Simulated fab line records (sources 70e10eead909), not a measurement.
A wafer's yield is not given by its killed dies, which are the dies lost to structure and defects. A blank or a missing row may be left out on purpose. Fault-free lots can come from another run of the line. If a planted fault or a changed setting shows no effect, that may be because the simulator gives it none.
fab line records	flow nand-harc
record: lots: 6	wafers: 18	last-day: 32
route steps=1302 shown A_DECK1_JOINT@541 A_ONON_D2@545 END@1302
lots that met no fault: from a run of the same line without faults
start-h: the number of hours between the record's first day and the start of the first shown wafer of the lot	wait-h: how many hours have passed since the lot's step before this one	" the same as in the row above	L1.1+2: a row that stands for several wafers	- no value present, or no start provided	* or withheld: withheld	< > ~ a bound
route shown NAME@n: a module of which the file shows steps, and the number in the route of the first	usual: the fault-free wafers' mean and standard deviation	same: alike in all rows	chamber/n: place in a boat	sites: per-site readings	_std_site: how widely they spread, as a standard deviation	_edge_site: inner sites' mean taken away from outer sites' mean	radius-mm: for every site, how far away it sits from the centre of the wafer	mask NAME#n: copy n	behind: the last tool/chamber to shape the wafer	hold: why the lot went on hold/how many hours it stayed there/how the hold came to an end	device: the n, p or np transistor that did not switch	end of line: tests of these same wafers at the route's end	a step with no rows: only its recipe	killed: the dies lost at the first sort to structure and to defects; this is not the yield of the wafer	map: per-die view of a wafer (x killed, . not killed, _ where there is no die)
set.NAME: the run value of the setting; set.NAME@STEP: its run value at that earlier step	model.NAME: the simulator's own value behind a step, which no gauge read
certain route steps with their lots: each step a table, each wafer a row
services: from which hour (start-h, from the record's first day; less than 0 if before it) a tool's chamber was out of use, for how many hours, and why
== steps ==
step: NHARC_A_DECK1_JOINT_SRD_15
step: NHARC_A_DECK1_JOINT_DEP_16
recipe: target-thk-a: 450	temp-c: 400	pressure-torr: 6.5	rf-w: 900	teos-flow-sccm: 161.4	flow-sccm: 2650	target-thk-nm: 45	gas: O2	material: SiO2
usual: chamber-pressure-Torr: 6.499/0.015	flow-sccm: 2649/7	heater-power-w: 577/84	throttle-valve-pct: 16.4/0.39
lot.wafer	tool	chamber	start-h	wait-h	chamber-pressure-Torr	flow-sccm	heater-power-w	throttle-valve-pct
L935.3	pecvd-03	2	339.07	0.1	6.503	2642	650	16.1
L935.2	"	1	"	"	6.513	2650	483	16.7
L935.6	"	0	"	"	6.483	2655	588	16.4
L938.3	pecvd-04	2	382.31	0.1	6.545	2660	584	16.4
L938.2	"	0	"	"	6.520	2645	688	16.9
L938.6	"	2	"	"	6.494	2659	595	16.1
L939.1	pecvd-03	1	385.34	0.1	6.495	2657	569	16.4
L939.5	"	0	"	"	6.538	2653	578	16.5
L939.4	"	1	"	"	6.488	2661	592	16.4
L946.3	pecvd-03	1	453.14	0.1	6.492	2651	474	16.3
L946.1	"	2	"	"	6.483	2654	692	16.5
L946.5	"	0	"	"	6.471	2648	629	16.5
L949.3	pecvd-01	2	480.97	0.1	6.490	2652	716	17.0
L949.5	"	0	"	"	6.505	2652	440	15.9
L949.4	"	1	"	"	6.489	2647	555	15.8
L950.3	pecvd-01	1	486.78	0.1	6.507	2645	584	16.1
L950.2	"	2	"	"	6.496	2654	617	17.2
L950.5	"	0	"	"	6.506	2643	447	16.1
step: NHARC_A_DECK1_JOINT_THK_MEAS_17
recipe: thk-meas-gauge: ellipsometry
usual: thk-nm: 45.1/1.3
lot.wafer	tool	chamber	start-h	wait-h	thk-nm
L935.2	film-metro-01	-	339.35	0.2	46.4
L935.3	"	-	"	"	43.3
L935.6	"	-	"	"	45.7
L938.2	film-metro-01	-	382.59	0.2	46.8
L938.3	"	-	"	"	44.8
L938.6	"	-	"	"	46.4
L939.1	film-metro-01	-	385.59	0.2	44.4
L939.4	"	-	"	"	45.6
L939.5	"	-	"	"	46.4
L946.1	film-metro-02	-	453.42	0.2	44.4
L946.3	"	-	"	"	46.0
L946.5	"	-	"	"	46.4
L949.3	film-metro-01	-	481.25	0.3	43.9
L949.4	"	-	"	"	46.6
L949.5	"	-	"	"	45.8
L950.2	film-metro-02	-	487.07	0.2	42.3
L950.3	"	-	"	"	45.4
L950.5	"	-	"	"	42.8
step: NHARC_A_DECK1_JOINT_INSPECT_05
usual: raw-defect-count: 331/140
lot.wafer	tool	chamber	start-h	wait-h	raw-defect-count
L935.2	defect-inspect-02	-	339.39	0.0	105
L935.3	"	-	"	"	166
L935.6	"	-	"	"	191
L938.2	defect-inspect-02	-	382.62	0.0	265
L938.3	"	-	"	"	214
L938.6	"	-	"	"	316
L939.1	defect-inspect-02	-	385.63	0.0	290
L939.4	"	-	"	"	155
L939.5	"	-	"	"	226
L946.1	defect-inspect-02	-	453.46	0.0	261
L946.3	"	-	"	"	289
L946.5	"	-	"	"	292
L949.3	defect-inspect-01	-	481.29	0.0	381
L949.4	"	-	"	"	151
L949.5	"	-	"	"	229
L950.2	defect-inspect-01	-	487.10	0.0	351
L950.3	"	-	"	"	684
L950.5	"	-	"	"	489
step: NHARC_A_ONON_D2_DEP_00
recipe: target-thk-a: 10000	n2-flow-sccm: 2750	n2o-flow-sccm: 2000	nh3-flow-sccm: 500	sih4-flow-sccm: 210	temp-c: 400
step: NHARC_A_ONON_D2_THK_MEAS_02
recipe: thk-meas-gauge: ellipsometry
usual: thk-nm: 998/9.1
lot.wafer	tool	chamber	start-h	wait-h	thk-nm
L935.2	film-metro-01	-	339.97	-	1007
L935.3	"	-	"	"	1008
L935.6	"	-	"	"	1006
L938.2	film-metro-01	-	383.20	-	1004
L938.3	"	-	"	"	1005
L938.6	"	-	"	"	1002
L939.1	film-metro-01	-	386.21	-	990
L939.4	"	-	"	"	989
L939.5	"	-	"	"	989
L946.1	film-metro-02	-	454.04	-	1004
L946.3	"	-	"	"	1000
L946.5	"	-	"	"	1001
L949.3	film-metro-01	-	481.87	-	983
L949.4	"	-	"	"	986
L949.5	"	-	"	"	984
L950.2	film-metro-01	-	487.68	-	976
L950.3	"	-	"	"	979
L950.5	"	-	"	"	978
step: NHARC_A_ONON_D2_DEP_03
recipe: target-thk-a: 10000	n2-flow-sccm: 2750	n2o-flow-sccm: 2000	nh3-flow-sccm: 500	sih4-flow-sccm: 210	temp-c: 400
step: NHARC_A_ONON_D2_THK_MEAS_05
recipe: thk-meas-gauge: ellipsometry
usual: thk-nm: 1003/11
lot.wafer	tool	chamber	start-h	wait-h	thk-nm
L935.2	film-metro-01	-	340.54	-	995
L935.3	"	-	"	"	998
L935.6	"	-	"	"	998
L938.2	film-metro-01	-	383.77	-	1016
L938.3	"	-	"	"	1013
L938.6	"	-	"	"	1011
L939.1	film-metro-01	-	386.79	-	1003
L939.4	"	-	"	"	1005
L939.5	"	-	"	"	1005
L946.1	film-metro-02	-	454.61	-	974
L946.3	"	-	"	"	974
L946.5	"	-	"	"	977
L949.3	film-metro-01	-	482.44	-	1009
L949.4	"	-	"	"	1009
L949.5	"	-	"	"	1011
L950.2	film-metro-02	-	488.25	-	1010
L950.3	"	-	"	"	1011
L950.5	"	-	"	"	1010
step: NHARC_A_ONON_D2_DEP_06
recipe: target-thk-a: 10000	n2-flow-sccm: 2750	n2o-flow-sccm: 2000	nh3-flow-sccm: 500	sih4-flow-sccm: 210	temp-c: 400
step: NHARC_A_ONON_D2_THK_MEAS_08
recipe: thk-meas-gauge: ellipsometry
usual: thk-nm: 999/11
lot.wafer	tool	chamber	start-h	wait-h	thk-nm
L935.2	film-metro-01	-	341.11	-	1003
L935.3	"	-	"	"	1003
L935.6	"	-	"	"	1002
L938.2	film-metro-01	-	384.34	-	1000
L938.3	"	-	"	"	996
L938.6	"	-	"	"	996
L939.1	film-metro-01	-	387.36	-	982
L939.4	"	-	"	"	980
L939.5	"	-	"	"	982
L946.1	film-metro-02	-	455.17	-	1004
L946.3	"	-	"	"	1003
L946.5	"	-	"	"	1005
L949.3	film-metro-01	-	483.01	-	1000
L949.4	"	-	"	"	998
L949.5	"	-	"	"	999
L950.2	film-metro-01	-	488.82	-	1000
L950.3	"	-	"	"	1000
L950.5	"	-	"	"	1001
step: NHARC_A_ONON_D2_DEP_09
recipe: target-thk-a: 10000	n2-flow-sccm: 2750	n2o-flow-sccm: 2000	nh3-flow-sccm: 500	sih4-flow-sccm: 210	temp-c: 400
step: NHARC_A_ONON_D2_THK_MEAS_11
recipe: thk-meas-gauge: ellipsometry
usual: thk-nm: 998/9.8
lot.wafer	tool	chamber	start-h	wait-h	thk-nm
L935.2	film-metro-01	-	341.68	-	998
L935.3	"	-	"	"	995
L935.6	"	-	"	"	996
L938.2	film-metro-01	-	384.90	-	999
L938.3	"	-	"	"	1000
L938.6	"	-	"	"	998
L939.1	film-metro-01	-	387.92	-	1027
L939.4	"	-	"	"	1027
L939.5	"	-	"	"	1025
L946.1	film-metro-01	-	455.77	-	986
L946.3	"	-	"	"	990
L946.5	"	-	"	"	989
L949.3	film-metro-01	-	483.58	-	996
L949.4	"	-	"	"	994
L949.5	"	-	"	"	996
L950.2	film-metro-01	-	489.39	-	1006
L950.3	"	-	"	"	1007
L950.5	"	-	"	"	1005
step: NHARC_A_ONON_D2_DEP_12
recipe: target-thk-a: 10000	n2-flow-sccm: 2750	n2o-flow-sccm: 2000	nh3-flow-sccm: 500	sih4-flow-sccm: 210	temp-c: 400
usual: n2-flow-sccm: 2752/7.3	n2o-flow-sccm: 1999/5.3
lot.wafer	tool	chamber	start-h	wait-h	n2-flow-sccm	n2o-flow-sccm
L935.2	pecvd-onon-03	0	341.79	0.1	2746	2009
L935.3	"	0	"	"	2739	2000
L935.6	"	0	"	"	2750	1999
L938.2	pecvd-onon-04	-	385.02	0.1	-	-
L938.3	"	-	"	"	-	-
L938.6	"	-	"	"	-	-
L939.1	pecvd-onon-04	-	387.98	0.1	-	-
L939.4	"	-	"	"	-	-
L939.5	"	-	"	"	-	-
L946.1	pecvd-onon-03	0	455.83	0.1	2749	1992
L946.3	"	0	"	"	2754	1991
L946.5	"	0	"	"	2750	1992
L949.3	pecvd-onon-04	0	483.75	0.2	2761	2000
L949.4	"	0	"	"	2752	1996
L949.5	"	0	"	"	2753	2004
L950.2	pecvd-onon-03	0	489.50	0.1	2749	2002
L950.3	"	0	"	"	2755	1999
L950.5	"	0	"	"	2751	2000
step: NHARC_A_ONON_D2_ANNEAL_15
recipe: temp-c: 750	time-s: 3600
step: NHARC_A_ONON_D2_DEP_16
recipe: target-thk-a: 10000	n2-flow-sccm: 2750	n2o-flow-sccm: 2000	nh3-flow-sccm: 500	sih4-flow-sccm: 210	temp-c: 400
step: NHARC_A_ONON_D2_DEP_19
recipe: target-thk-a: 10000	n2-flow-sccm: 2750	n2o-flow-sccm: 2000	nh3-flow-sccm: 500	sih4-flow-sccm: 210	temp-c: 400
step: NHARC_A_ONON_D2_DEP_22
recipe: target-thk-a: 10000	n2-flow-sccm: 2750	n2o-flow-sccm: 2000	nh3-flow-sccm: 500	sih4-flow-sccm: 210	temp-c: 400
step: NHARC_A_ONON_D2_DEP_25
recipe: target-thk-a: 10000	n2-flow-sccm: 2750	n2o-flow-sccm: 2000	nh3-flow-sccm: 500	sih4-flow-sccm: 210	temp-c: 400
step: NHARC_A_ONON_D2_DEP_28
recipe: target-thk-a: 10000	n2-flow-sccm: 2750	n2o-flow-sccm: 2000	nh3-flow-sccm: 500	sih4-flow-sccm: 210	temp-c: 400
step: NHARC_A_ONON_D2_DEP_33
recipe: target-thk-a: 2000	temp-c: 400	pressure-torr: 6.5	rf-w: 900	teos-flow-sccm: 161.4	flow-sccm: 2650	target-thk-nm: 200	gas: O2	material: SiO2
usual: chamber-pressure-Torr: 6.501/0.014	flow-sccm: 2650/7.4	heater-power-w: 577/91	throttle-valve-pct: 16.2/0.61
lot.wafer	tool	chamber	start-h	wait-h	chamber-pressure-Torr	flow-sccm	heater-power-w	throttle-valve-pct
L935.3	pecvd-01	1	353.42	0.1	6.497	2655	616	16.2
L935.2	"	2	"	"	6.500	2654	572	17.0
L935.6	"	0	"	"	6.514	2647	507	15.6
L938.3	pecvd-01	1	395.23	0.1	6.518	2664	493	15.7
L938.2	"	2	"	"	6.514	2632	732	17.0
L938.6	"	0	"	"	6.490	2641	421	15.6
L939.1	pecvd-01	1	398.60	0.1	6.490	2644	593	16.1
L939.5	"	0	"	"	6.476	2657	518	15.9
L939.4	"	2	"	"	6.496	2649	662	16.9
L946.1	pecvd-01	0	466.72	0.1	6.503	2647	496	15.8
L946.3	"	1	"	"	6.502	2649	507	16.1
L946.5	"	1	"	"	6.509	2652	513	16.2
L949.3	pecvd-04	2	493.81	0.1	6.488	2663	619	15.9
L949.4	"	0	"	"	6.499	2649	822	15.9
L949.5	"	1	"	"	6.514	2647	543	16.4
L950.3	pecvd-02	2	500.82	0.1	6.519	2651	604	16.3
L950.2	"	0	"	"	6.518	2645	531	17.2
L950.5	"	1	"	"	6.497	2646	661	14.5
step: NHARC_A_ONON_D2_INSPECT_32
usual: raw-defect-count: 414/180
lot.wafer	tool	chamber	start-h	wait-h	hold	raw-defect-count
L935.2	defect-inspect-02	-	353.90	0.0	-	141
L935.3	"	-	"	"	-	203
L935.6	"	-	"	"	-	242
L938.2	defect-inspect-02	-	398.10	2.2	await-dispo/2.2h/release	336
L938.3	"	-	"	"	await-dispo/2.2h/release	263
L938.6	"	-	"	"	await-dispo/2.2h/release	394
L939.1	defect-inspect-01	-	400.93	1.8	await-dispo/1.7h/release	357
L939.4	"	-	"	"	await-dispo/1.7h/release	221
L939.5	"	-	"	"	await-dispo/1.7h/release	295
L946.1	defect-inspect-02	-	467.17	0.0	-	325
L946.3	"	-	"	"	-	366
L946.5	"	-	"	"	-	369
L949.3	defect-inspect-01	-	494.32	0.0	-	495
L949.4	"	-	"	"	-	206
L949.5	"	-	"	"	-	288
L950.2	defect-inspect-02	-	501.25	0.0	-	434
L950.3	"	-	"	"	-	805
L950.5	"	-	"	"	-	600
step: NHARC_END_SORT_01
recipe: temp-c: 25
usual: killed-at-array: 56/19	killed-at-other: 0.6/1	killed-at-periphery: 3.9/2.7	killed-dies: 61/19	killed-open: 3.3/1.9	killed-short: 2.4/1.7
same: gross-dies: 677
lot.wafer	tool	chamber	start-h	wait-h	hold	killed-at-array	killed-at-other	killed-at-periphery	killed-dies	killed-open	killed-short
L935.2	prober-01	0	638.83	2.8	-	56	0	3	59	1	3
L935.3	prober-01	0	639.63	3.1	-	53	1	7	61	5	6
L935.6	prober-01	0	642.06	4.0	-	40	0	6	46	0	0
L938.2	prober-02	0	667.31	2.8	await-dispo/3.5h/scrap	674	2	1	677	5	0
L938.3	prober-02	0	668.11	3.1	await-dispo/3.5h/scrap	674	1	2	677	2	3
L938.6	prober-02	0	670.50	4.0	await-dispo/3.5h/scrap	674	1	2	677	3	3
L939.1	prober-01	0	683.21	2.5	await-dispo/1.1h/scrap	669	0	8	677	3	0
L939.4	prober-01	0	685.59	3.4	await-dispo/1.1h/scrap	670	1	6	677	2	4
L939.5	prober-01	0	686.39	3.7	await-dispo/1.1h/scrap	668	1	8	677	2	3
L946.1	prober-01	0	742.94	2.5	-	52	1	10	63	4	5
L946.3	prober-01	0	744.52	3.1	-	54	0	1	55	1	1
L946.5	prober-01	0	746.11	3.7	-	56	1	4	61	2	2
L949.3	prober-01	0	764.32	3.1	-	69	0	4	73	1	3
L949.4	prober-01	0	765.12	3.4	-	60	0	1	61	4	1
L949.5	prober-01	0	765.91	3.7	-	49	0	1	50	2	3
killed by level:class
L935.2 A_CHANNEL_HOLE_D2:chamber-film-flake=37 A_CHANNEL_HOLE_D1:chamber-film-flake=9 P_STI:chamber-film-flake=3 A_SLIT:chamber-film-flake=2 A_CONTACT:chamber-film-flake=2 A_CHANNEL_FILL_D1:geometric-particle:open=1 A_DECK1_JOINT:geometric-particle:short=1 A_CHANNEL_FILL_D2:geometric-particle:short=1
L935.3 A_CHANNEL_HOLE_D2:chamber-film-flake=36 P_STI:chamber-film-flake=4 A_STAIRCASE:chamber-film-flake=4 A_ONON_D1:geometric-particle:short=3 A_CONTACT:chamber-film-flake=3 P_STI:geometric-particle:short=1 P_CONTACT:geometric-particle:open=1 P_M0:geometric-particle:open=1
L935.6 A_CHANNEL_HOLE_D2:chamber-film-flake=31 P_STI:chamber-film-flake=4 A_CHANNEL_HOLE_D1:chamber-film-flake=3 A_ZERO_WELL:chamber-film-flake=2 A_CONTACT:chamber-film-flake=2 P_GATE:chamber-film-flake=1 P_M0:chamber-film-flake=1 A_DECK1_JOINT:chamber-film-flake=1
L938.2 A_ONON_D2:area-dep=593 A_SLIT:chamber-film-flake=35 A_CHANNEL_HOLE_D1:chamber-film-flake=27 A_CHANNEL_HOLE_D2:chamber-film-flake=11 THIN_TSV:chamber-film-flake=2 A_CONTACT:chamber-film-flake=2 A_SOURCE_PLATE:geometric-particle:open=1 A_ONON_D1:geometric-particle:open=1
L938.3 A_ONON_D2:area-dep=589 A_SLIT:chamber-film-flake=33 A_CHANNEL_HOLE_D1:chamber-film-flake=28 A_CHANNEL_HOLE_D2:chamber-film-flake=11 A_STAIRCASE:chamber-film-flake=3 P_GATE:chamber-film-flake=2 A_CONTACT:chamber-film-flake=2 A_M1:chamber-film-flake=2
L938.6 A_ONON_D2:area-dep=592 A_CHANNEL_HOLE_D1:chamber-film-flake=33 A_SLIT:chamber-film-flake=32 A_CHANNEL_HOLE_D2:chamber-film-flake=8 A_CONTACT:chamber-film-flake=2 A_CHANNEL_HOLE_D1:geometric-particle:short=1 A_CHANNEL_HOLE_D2:geometric-particle:open=1 A_SGD_CUT:geometric-particle:open=1
L939.1 A_ONON_D2:area-dep=641 A_SLIT:chamber-film-flake=19 P_STI:chamber-film-flake=3 P_GATE:chamber-film-flake=3 A_CHANNEL_HOLE_D1:chamber-film-flake=3 A_STAIRCASE:chamber-film-flake=3 A_CONTACT:chamber-film-flake=2 P_CONTACT:geometric-particle:open=1
L939.4 A_ONON_D2:area-dep=628 A_SLIT:chamber-film-flake=31 A_CHANNEL_HOLE_D1:chamber-film-flake=5 P_M0:geometric-particle:open=2 A_ONON_D2:geometric-particle:short=2 P_STI:chamber-film-flake=2 A_CONTACT:geometric-particle:short=1 A_M0:geometric-particle:short=1
L939.5 A_ONON_D2:area-dep=620 A_SLIT:chamber-film-flake=35 A_CHANNEL_HOLE_D1:chamber-film-flake=8 P_STI:chamber-film-flake=4 P_GATE:chamber-film-flake=2 A_CHANNEL_FILL_D1:chamber-film-flake=2 P_M0:geometric-particle:open=1 P_M0:geometric-particle:short=1
L946.1 A_SLIT:chamber-film-flake=25 A_CHANNEL_HOLE_D1:chamber-film-flake=13 A_SGD_CUT:chamber-film-flake=5 P_CONTACT:geometric-particle:short=2 A_ONON_D2:geometric-particle:open=2 P_ZERO_WELL:chamber-film-flake=2 P_STI:chamber-film-flake=2 P_M1:chamber-film-flake=2
L946.3 A_SLIT:chamber-film-flake=31 A_CHANNEL_HOLE_D1:chamber-film-flake=9 A_SGD_CUT:chamber-film-flake=6 A_CONTACT:chamber-film-flake=4 A_STAIRCASE:chamber-film-flake=2 P_CONTACT:geometric-particle:open=1 A_CHANNEL_FILL_D2:geometric-particle:short=1 A_WL_FILL:chamber-film-flake=1
L946.5 A_SLIT:chamber-film-flake=26 A_CHANNEL_HOLE_D1:chamber-film-flake=13 A_SGD_CUT:chamber-film-flake=4 P_ZERO_WELL:chamber-film-flake=3 A_WL_FILL:chamber-film-flake=3 A_CONTACT:chamber-film-flake=3 A_STAIRCASE:chamber-film-flake=2 P_GATE:geometric-particle:open=1
L949.3 A_CHANNEL_HOLE_D2:chamber-film-flake=29 A_CHANNEL_HOLE_D1:chamber-film-flake=19 A_SLIT:chamber-film-flake=7 A_STAIRCASE:chamber-film-flake=5 A_CONTACT:chamber-film-flake=4 P_STI:chamber-film-flake=2 P_STI:geometric-particle:open=1 A_ONON_D1:geometric-particle:short=1
L949.4 A_CHANNEL_HOLE_D2:chamber-film-flake=21 A_CHANNEL_HOLE_D1:chamber-film-flake=16 A_STAIRCASE:chamber-film-flake=7 A_SLIT:chamber-film-flake=6 A_CONTACT:chamber-film-flake=4 P_M0:geometric-particle:open=1 A_ONON_D2:geometric-particle:open=1 A_CHANNEL_FILL_D2:geometric-particle:open=1
L949.5 A_CHANNEL_HOLE_D2:chamber-film-flake=14 A_CHANNEL_HOLE_D1:chamber-film-flake=7 A_SLIT:chamber-film-flake=7 A_CONTACT:chamber-film-flake=7 A_STAIRCASE:chamber-film-flake=5 A_DECK1_JOINT:chamber-film-flake=3 A_ONON_D2:geometric-particle:open=2 A_SOURCE_PLATE:geometric-particle:short=1
map L938.2 (x killed, . not)
____________x____________
_________xxxxxxx_________
_______xxxxxxxxxxx_______
______xxxxxxxxxxxxx______
_____xxxxxxxxxxxxxxx_____
____xxxxxxxxxxxxxxxxx____
____xxxxxxxxxxxxxxxxx____
___xxxxxxxxxxxxxxxxxxx___
___xxxxxxxxxxxxxxxxxxx___
__xxxxxxxxxxxxxxxxxxxxx__
__xxxxxxxxxxxxxxxxxxxxx__
_xxxxxxxxxxxxxxxxxxxxxxx_
_xxxxxxxxxxxxxxxxxxxxxxx_
_xxxxxxxxxxxxxxxxxxxxxxx_
_xxxxxxxxxxxxxxxxxxxxxxx_
_xxxxxxxxxxxxxxxxxxxxxxx_
xxxxxxxxxxxxxxxxxxxxxxxxx
xxxxxxxxxxxxxxxxxxxxxxxxx
xxxxxxxxxxxxxxxxxxxxxxxxx
xxxxxxxxxxxxxxxxxxxxxxxxx
xxxxxxxxxxxxxxxxxxxxxxxxx
_xxxxxxxxxxxxxxxxxxxxxxx_
_xxxxxxxxxxxxxxxxxxxxxxx_
_xxxxxxxxxxxxxxxxxxxxxxx_
_xxxxxxxxxxxxxxxxxxxxxxx_
_xxxxxxxxxxxxxxxxxxxxxxx_
__xxxxxxxxxxxxxxxxxxxxx__
__xxxxxxxxxxxxxxxxxxxxx__
___xxxxxxxxxxxxxxxxxxx___
___xxxxxxxxxxxxxxxxxxx___
____xxxxxxxxxxxxxxxxx____
____xxxxxxxxxxxxxxxxx____
_____xxxxxxxxxxxxxxx_____
______xxxxxxxxxxxxx______
_______xxxxxxxxxxx_______
_________xxxxxxx_________
____________x____________
map L939.1 (x killed, . not)
____________x____________
_________xxxxxxx_________
_______xxxxxxxxxxx_______
______xxxxxxxxxxxxx______
_____xxxxxxxxxxxxxxx_____
____xxxxxxxxxxxxxxxxx____
____xxxxxxxxxxxxxxxxx____
___xxxxxxxxxxxxxxxxxxx___
___xxxxxxxxxxxxxxxxxxx___
__xxxxxxxxxxxxxxxxxxxxx__
__xxxxxxxxxxxxxxxxxxxxx__
_xxxxxxxxxxxxxxxxxxxxxxx_
_xxxxxxxxxxxxxxxxxxxxxxx_
_xxxxxxxxxxxxxxxxxxxxxxx_
_xxxxxxxxxxxxxxxxxxxxxxx_
_xxxxxxxxxxxxxxxxxxxxxxx_
xxxxxxxxxxxxxxxxxxxxxxxxx
xxxxxxxxxxxxxxxxxxxxxxxxx
xxxxxxxxxxxxxxxxxxxxxxxxx
xxxxxxxxxxxxxxxxxxxxxxxxx
xxxxxxxxxxxxxxxxxxxxxxxxx
_xxxxxxxxxxxxxxxxxxxxxxx_
_xxxxxxxxxxxxxxxxxxxxxxx_
_xxxxxxxxxxxxxxxxxxxxxxx_
_xxxxxxxxxxxxxxxxxxxxxxx_
_xxxxxxxxxxxxxxxxxxxxxxx_
__xxxxxxxxxxxxxxxxxxxxx__
__xxxxxxxxxxxxxxxxxxxxx__
___xxxxxxxxxxxxxxxxxxx___
___xxxxxxxxxxxxxxxxxxx___
____xxxxxxxxxxxxxxxxx____
____xxxxxxxxxxxxxxxxx____
_____xxxxxxxxxxxxxxx_____
______xxxxxxxxxxxxx______
_______xxxxxxxxxxx_______
_________xxxxxxx_________
____________x____________
== services ==
tool	chamber	start-h	hours	kind
pecvd-01	0	324.23	-	clean
pecvd-01	1	324.23	-	clean
pecvd-01	2	324.23	-	clean
pecvd-04	0	324.58	17.6	repair
pecvd-onon-03	-	344.37	14.3	repair
pecvd-03	-	366.27	13.0	pm
pecvd-03	0	366.27	13.0	vent-cycle
pecvd-03	1	366.27	13.0	vent-cycle
pecvd-03	2	366.27	13.0	vent-cycle
pecvd-03	0	379.27	-	clean
pecvd-03	1	379.27	-	clean
pecvd-03	2	379.27	-	clean
pecvd-04	1	400.76	5.7	repair
pecvd-onon-03	-	408.00	13.0	pm
pecvd-02	-	408.30	13.0	pm
pecvd-01	-	423.94	1.6	repair
pecvd-04	-	450.04	13.0	pm
pecvd-04	0	450.04	13.0	vent-cycle
pecvd-04	1	450.04	13.0	vent-cycle
pecvd-04	2	450.04	13.0	vent-cycle
pecvd-04	0	463.04	-	clean
pecvd-04	1	463.04	-	clean
pecvd-01	-	491.97	0.3	repair
pecvd-onon-04	-	492.00	13.0	pm
== key ==
first-sign: step: NHARC_A_ONON_D2_DEP_12	reading: tool-record	direction: missing
effect: step: NHARC_END_SORT_01	reading: killed-dies	direction: up	sigmas: 33	usual: 61	struck: 677
more-kills-born-at: NHARC_A_ONON_D2_DEP_12@pecvd-onon-04: 3663
met-at NHARC_A_ONON_D2_DEP_12
struck-wafers L938.2,L938.3,L938.6,L939.1,L939.4,L939.5
later-rows-left-out L938.2,L938.3,L938.6,L939.1,L939.4,L939.5
tester-left-out L938,L939
fault: kind: skipped-step-whole	tool: pecvd-onon-04	chamber: -	onset-h: 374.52	steps: NHARC_A_ONON_D2_DEP_12	scope: struck-lots-only
tester-left-out: of these lots the tester's yield and bins aren't shown, on N5 and GAA mostly nor the transistor test; their killed dies are dies lost to structure and defects alone, not to doping, threshold or leakage, so they don't give the yield
later-rows-left-out: the simulator's readings of these wafers behind a module that went badly wrong aren't trusted and aren't shown, but for the sort
